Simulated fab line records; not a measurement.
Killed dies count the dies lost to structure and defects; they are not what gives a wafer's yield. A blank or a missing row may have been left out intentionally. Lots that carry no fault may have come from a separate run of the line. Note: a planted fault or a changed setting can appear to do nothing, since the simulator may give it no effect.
Matching of chambers || flow nandHarc || 4 sister chambers for NHARC_A_CHANNEL_FILL_D2_ALD_16 on aldHk-04
The step deposits SiO2, target thk 1.5 nm, pulse time 10 s, ald cycles 15. 16 wafers are shown with their chamber, then 8 later ones without.

## WAFERS, EACH WITH ITS CHAMBER
{"wafer": "L076.2", "chamber": 0, "heaterPowerW (W)": 516, "precursorPulseHeightRel": 1.022, "susceptorTempC (C)": 300.10}
{"wafer": "L076.3", "chamber": 2, "heaterPowerW (W)": 448, "precursorPulseHeightRel": 0.984, "susceptorTempC (C)": 300.06}
{"wafer": "L076.6", "chamber": 1, "heaterPowerW (W)": 600, "precursorPulseHeightRel": 0.971, "susceptorTempC (C)": 299.86}
{"wafer": "L078.2", "chamber": 0, "heaterPowerW (W)": 503, "precursorPulseHeightRel": 0.982, "susceptorTempC (C)": 299.80}
{"wafer": "L078.4", "chamber": 3, "heaterPowerW (W)": 460, "precursorPulseHeightRel": 0.997, "susceptorTempC (C)": 300.11}
{"wafer": "L078.6", "chamber": 2, "heaterPowerW (W)": 461, "precursorPulseHeightRel": 1.002, "susceptorTempC (C)": 300.61}
{"wafer": "L080.4", "chamber": 1, "heaterPowerW (W)": 605, "precursorPulseHeightRel": 1.024, "susceptorTempC (C)": 299.96}
{"wafer": "L080.5", "chamber": 0, "heaterPowerW (W)": 504, "precursorPulseHeightRel": 1.007, "susceptorTempC (C)": 299.86}
{"wafer": "L080.6", "chamber": 3, "heaterPowerW (W)": 469, "precursorPulseHeightRel": 0.974, "susceptorTempC (C)": 299.99}
{"wafer": "L082.1", "chamber": 2, "heaterPowerW (W)": 437, "precursorPulseHeightRel": 0.963, "susceptorTempC (C)": 299.90}
{"wafer": "L082.4", "chamber": 3, "heaterPowerW (W)": 455, "precursorPulseHeightRel": 0.997, "susceptorTempC (C)": 299.92}
{"wafer": "L082.5", "chamber": 0, "heaterPowerW (W)": 503, "precursorPulseHeightRel": 0.998, "susceptorTempC (C)": 299.75}
{"wafer": "L084.1", "chamber": 0, "heaterPowerW (W)": 506, "precursorPulseHeightRel": 1.031, "susceptorTempC (C)": 300.34}
{"wafer": "L084.3", "chamber": 2, "heaterPowerW (W)": 440, "precursorPulseHeightRel": 0.998, "susceptorTempC (C)": 299.50}
{"wafer": "L084.5", "chamber": 1, "heaterPowerW (W)": 588, "precursorPulseHeightRel": 1.037, "susceptorTempC (C)": 299.74}
{"wafer": "L086.1", "chamber": 3, "heaterPowerW (W)": 452, "precursorPulseHeightRel": 1.005, "susceptorTempC (C)": 300.11}

SIGNATURES, as means of the wafers listed above
{"reading": "heaterPowerW", "chamber 0": 506.40, "chamber 1": 597.67, "chamber 2": 446.50, "chamber 3": 459.00, "scatter within a chamber": 8.09}
{"reading": "precursorPulseHeightRel", "chamber 0": 1.00800, "chamber 1": 1.01067, "chamber 2": 0.98675, "chamber 3": 0.99325, "scatter within a chamber": 0.0212}
{"reading": "susceptorTempC", "chamber 0": 299.9700, "chamber 1": 299.8533, "chamber 2": 300.0175, "chamber 3": 300.0325, "scatter within a chamber": 0.278}
Rule: distance of a wafer from a chamber = root of the sum over the readings of ((wafer's reading minus chamber's mean) / reading's scatter) squared. If the next closest chamber is less than 2 further off than the closest, the wafer can't be placed; otherwise it belongs to the closest. The scatter: the root of (the sum of the squares of (reading less its chamber's mean) over the shown wafers, divided by (wafers less chambers)).

## WAFERS WITHOUT THEIR CHAMBER
{"wafer": "L086.3", "heaterPowerW (W)": 460, "precursorPulseHeightRel": 0.998, "susceptorTempC (C)": 299.67}
{"wafer": "L086.6", "heaterPowerW (W)": 450, "precursorPulseHeightRel": 1.028, "susceptorTempC (C)": 300.06}
{"wafer": "L092.2", "heaterPowerW (W)": 506, "precursorPulseHeightRel": 0.998, "susceptorTempC (C)": 300.40}
{"wafer": "L092.3", "heaterPowerW (W)": 426, "precursorPulseHeightRel": 0.991, "susceptorTempC (C)": 300.02}
{"wafer": "L092.6", "heaterPowerW (W)": 427, "precursorPulseHeightRel": 1.007, "susceptorTempC (C)": 299.85}
{"wafer": "L096.3", "heaterPowerW (W)": 453, "precursorPulseHeightRel": 0.985, "susceptorTempC (C)": 299.82}
{"wafer": "L096.4", "heaterPowerW (W)": 500, "precursorPulseHeightRel": 0.993, "susceptorTempC (C)": 299.93}
{"wafer": "L096.6", "heaterPowerW (W)": 610, "precursorPulseHeightRel": 0.977, "susceptorTempC (C)": 300.31}

## THE CHAMBER EACH PASSED THROUGH
{"wafer": "L086.3", "from the rows above": "can't be placed: 3 or 2", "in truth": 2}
{"wafer": "L086.6", "from the rows above": "can't be placed: 3 or 2", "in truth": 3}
{"wafer": "L092.2", "from the rows above": 0, "in truth": 0}
{"wafer": "L092.3", "from the rows above": "can't be placed: 2 or 3", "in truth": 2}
{"wafer": "L092.6", "from the rows above": "can't be placed: 2 or 3", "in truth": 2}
{"wafer": "L096.3", "from the rows above": "can't be placed: 2 or 3", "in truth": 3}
{"wafer": "L096.4", "from the rows above": 0, "in truth": 0}
{"wafer": "L096.6", "from the rows above": 1, "in truth": 1}
Correctly placed: 3 of 8. Can't be placed from these rows: 5 (the true chamber is among the candidates in 5). Wrongly placed: 0.
